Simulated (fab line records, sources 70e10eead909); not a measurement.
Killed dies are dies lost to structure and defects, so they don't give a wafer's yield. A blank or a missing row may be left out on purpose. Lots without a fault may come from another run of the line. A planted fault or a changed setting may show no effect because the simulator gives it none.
Which tool did it? | flow nand_harc | 11 lots, 33 wafers sampled, at 6 steps of a route of 1302

WHAT THE GAUGES READ, wafer by wafer
NHARC_A_SLIT_INSPECT_11. Usual: raw_defect_count 62, standard deviation 29.
lot  | measured     | on                | raw_defect_count | flag
L818 | day 19 12:02 | defect_inspect-02 | 127 117 104      |
L819 | day 19 21:58 | defect_inspect-02 | 120 133 118      |
L820 | day 20 06:55 | defect_inspect-01 | 64 86 72         |
L821 | day 20 15:35 | defect_inspect-02 | 79 80 77         |
L830 | day 24 12:28 | defect_inspect-02 | 14 13 17         |
L832 | day 25 07:50 | defect_inspect-01 | 88 67 56         |
L834 | day 26 09:08 | defect_inspect-01 | 55 50 45         |
L838 | day 27 17:42 | defect_inspect-02 | 59 87 74         |
L839 | day 28 07:52 | defect_inspect-01 | 34 26 26         |
L840 | day 28 08:04 | defect_inspect-02 | 55 70 55         |
L841 | day 28 23:33 | defect_inspect-01 | 87 75 72         |

NHARC_A_SIN_REMOVE_INSPECT_04. Usual: raw_defect_count 394, standard deviation 84.
lot  | measured     | on                | raw_defect_count | flag
L818 | day 20 01:10 | defect_inspect-01 | 331 402 376      |
L819 | day 20 13:10 | defect_inspect-01 | 344 509 309      |
L820 | day 20 19:49 | defect_inspect-02 | 333 351 448      |
L821 | day 21 04:38 | defect_inspect-01 | 506 573 456      |
L830 | day 25 03:27 | defect_inspect-01 | 993 984 1017     | OFF
L832 | day 25 20:32 | defect_inspect-02 | 1151 1061 1091   | OFF
L834 | day 26 22:13 | defect_inspect-02 | 436 333 276      |
L838 | day 28 08:43 | defect_inspect-01 | 509 391 422      |
L839 | day 28 20:52 | defect_inspect-01 | 420 459 589      |
L840 | day 28 20:52 | defect_inspect-02 | 380 354 469      |
L841 | day 29 12:34 | defect_inspect-02 | 459 495 382      |

NHARC_END_SORT_01. Usual: killed_at_array 52, standard deviation 19; killed_at_other 1.0, standard deviation 1.2; killed_at_periphery 4.1, standard deviation 2.8; killed_dies 57, standard deviation 19; killed_open 3.1, standard deviation 1.7; killed_short 2.5, standard deviation 1.5.
lot  | measured     | on        | killed_at_array | killed_at_other | killed_at_periphery | killed_dies | killed_open | killed_short | flag
L830 | day 29 02:52 | prober-01 | 107 106 66      | 2 4 1           | 11 4 7              | 120 114 74  | 3 2 2       | 2 2 3        |
L832 | day 29 23:15 | prober-01 | 67 108 59       | 0 0 0           | 1 3 3               | 68 111 62   | 0 6 3       | 1 1 4        |

WHICH TOOL RAN EACH LOT (tool, then ch and the chambers of the sampled wafers, then the start)
lot  | NHARC_A_SLIT_ETCH_26             | NHARC_A_WL_FILL_ALD_00           | NHARC_A_WL_FILL_ALD_02
L818 | har_etch-01 ch 0,1, day 19 17:05 | ald_hk-03 ch 2,3, day 20 01:13   | ald_metal-03 ch 1,2,3, day 20 01:49
L819 | har_etch-02 ch 0,1, day 20 05:11 | ald_hk-04 ch 0,2,3, day 20 13:19 | ald_metal-02 ch 0,2,3, day 20 13:50
L820 | har_etch-01 ch 0,1, day 20 11:54 | ald_hk-02 ch 1,2, day 20 19:52   | ald_metal-01 ch 0,1, day 20 20:23
L821 | har_etch-02 ch 0,1, day 20 20:34 | ald_hk-04 ch 1,2,3, day 21 04:43 | ald_metal-02 ch 0,1,3, day 21 05:14
L830 | har_etch-02 ch 0,1, day 24 19:27 | ald_hk-03 ch 1,2, day 25 03:31   | ald_metal-03 ch 0,3, day 25 04:02
L832 | har_etch-02 ch 0,1, day 25 13:07 | ald_hk-02 ch 0,1,2, day 25 20:35 | ald_metal-02 ch 0,1,2, day 25 21:07
L834 | har_etch-01 ch 0,1, day 26 14:07 | ald_hk-03 ch 0,2,3, day 26 22:20 | ald_metal-03 ch 0,3, day 26 22:47
L838 | har_etch-01 ch 0,1, day 28 02:07 | ald_hk-02 ch 0,3, day 28 08:46   | ald_metal-03 ch 0,1,3, day 28 09:15
L839 | har_etch-02 ch 0,1, day 28 12:48 | ald_hk-04 ch 0,1, day 28 20:58   | ald_metal-03 ch 0,1,3, day 28 21:30
L840 | har_etch-01 ch 0,1, day 28 12:55 | ald_hk-03 ch 0,2,3, day 28 20:56 | ald_metal-02 ch 1,2,3, day 28 21:25
L841 | har_etch-01 ch 0,1, day 29 04:35 | ald_hk-03 ch 0,1, day 29 12:38   | ald_metal-01 ch 1,2,3, day 29 13:11
- NHARC_A_SLIT_ETCH_26: etches the open film in C4F8/O2/Ar, time 90 s, target depth 400 nm.
- NHARC_A_WL_FILL_ALD_00: deposits Al2O3, target thk 3 nm, pulse time 3 s, ald cycles 30.
- NHARC_A_WL_FILL_ALD_02: deposits TiN, target thk 2 nm, pulse time 3 s, ald cycles 100.

WHAT THE TOOLS THEMSELVES READ (means of the sampled wafers that have a number; where no wafer has one, the mark that the record gives instead)
NHARC_A_SLIT_ETCH_26. Usual: chamber_pressure_mTorr 24.998 mTorr, standard deviation 0.025; drypump_motor_current_A 5.7 A, standard deviation 0.33; showerhead_plenum_p_Torr 3.68 Torr, standard deviation 0.13; throttle_valve_pct 27.620 %, standard deviation 0.0082.
lot  | tool        | chamber_pressure_mTorr (mTorr) | drypump_motor_current_A (A) | showerhead_plenum_p_Torr (Torr) | throttle_valve_pct (%) | flag
L818 | har_etch-01 | 25.000                         | 5.8                         | 3.62                            | 27.621                 |
L819 | har_etch-02 | 25.000                         | 5.7                         | 3.74                            | 27.620                 |
L820 | har_etch-01 | 25.006                         | 5.8                         | 3.61                            | 27.621                 |
L821 | har_etch-02 | 24.983                         | 5.7                         | 3.74                            | 27.616                 |
L830 | har_etch-02 | 25.015                         | 5.7                         | 3.80                            | 27.621                 |
L832 | har_etch-02 | 25.003                         | 5.7                         | 3.70                            | 27.623                 |
L834 | har_etch-01 | 24.980                         | 5.4                         | 3.60                            | 27.629                 |
L838 | har_etch-01 | 25.002                         | 5.8                         | 3.56                            | 27.621                 |
L839 | har_etch-02 | 24.995                         | 5.7                         | 3.68                            | 27.621                 |
L840 | har_etch-01 | 24.982                         | 5.4                         | 3.59                            | 27.617                 |
L841 | har_etch-01 | 24.981                         | 5.4                         | 3.58                            | 27.611                 |

NHARC_A_WL_FILL_ALD_00. Usual: heater_power_w 478 W, standard deviation 48; precursor_pulse_height_rel 1.001, standard deviation 0.018.
lot  | tool      | heater_power_w (W) | precursor_pulse_height_rel | flag
L818 | ald_hk-03 | 423                | 1.002                      |
L819 | ald_hk-04 | 470                | 1.001                      |
L820 | ald_hk-02 | 451                | 1.000                      |
L821 | ald_hk-04 | 500                | 1.009                      |
L830 | ald_hk-03 | 470                | 1.023                      |
L832 | ald_hk-02 | 472                | 0.989                      |
L834 | ald_hk-03 | 457                | 1.004                      |
L838 | ald_hk-02 | 558                | 1.002                      |
L839 | ald_hk-04 | 460                | 0.995                      |
L840 | ald_hk-03 | 461                | 0.997                      |
L841 | ald_hk-03 | 487                | 0.997                      |

NHARC_A_WL_FILL_ALD_02. Usual: heater_power_w 1091 W, standard deviation 82; precursor_pulse_height_rel 0.998, standard deviation 0.019.
lot  | tool         | heater_power_w (W) | precursor_pulse_height_rel | flag
L818 | ald_metal-03 | 1073               | 1.007                      |
L819 | ald_metal-02 | 1083               | 1.001                      |
L820 | ald_metal-01 | 1065               | 0.987                      |
L821 | ald_metal-02 | 1160               | 0.971                      |
L830 | ald_metal-03 | 1137               | 1.007                      |
L832 | ald_metal-02 | 1204               | 0.999                      |
L834 | ald_metal-03 | 1117               | 0.996                      |
L838 | ald_metal-03 | 1088               | 0.999                      |
L839 | ald_metal-03 | 1107               | 0.978                      |
L840 | ald_metal-02 | 1097               | 1.000                      |
L841 | ald_metal-01 | 1119               | 0.994                      |

THE ANSWER, worked out from the rows above alone
Rule: a lot is off if the mean of its wafers that have a number lies more than 3 standard deviations from the usual mean. A lot without any number at a reading at which 4 lots or more have one is off too. The other lots that the step has rows for count as sound. The gauges are gone through in route order, then the tools' own readings, and for those a lot's mean is taken as printed above. The first step at which some lot is off is used, and at that step the reading that is off furthest; a lot without a number counts as furthest.
Off: L830, L832, at NHARC_A_SIN_REMOVE_INSPECT_04 (raw_defect_count).
A tool fits if, at a process step before that reading, it ran every lot that is off, and no sound lot after the first of them. The gauges at NHARC_A_SIN_REMOVE_INSPECT_04 are tried like those tools. None of those tried fits.

WHAT THE SIMULATOR HAD PUT IN
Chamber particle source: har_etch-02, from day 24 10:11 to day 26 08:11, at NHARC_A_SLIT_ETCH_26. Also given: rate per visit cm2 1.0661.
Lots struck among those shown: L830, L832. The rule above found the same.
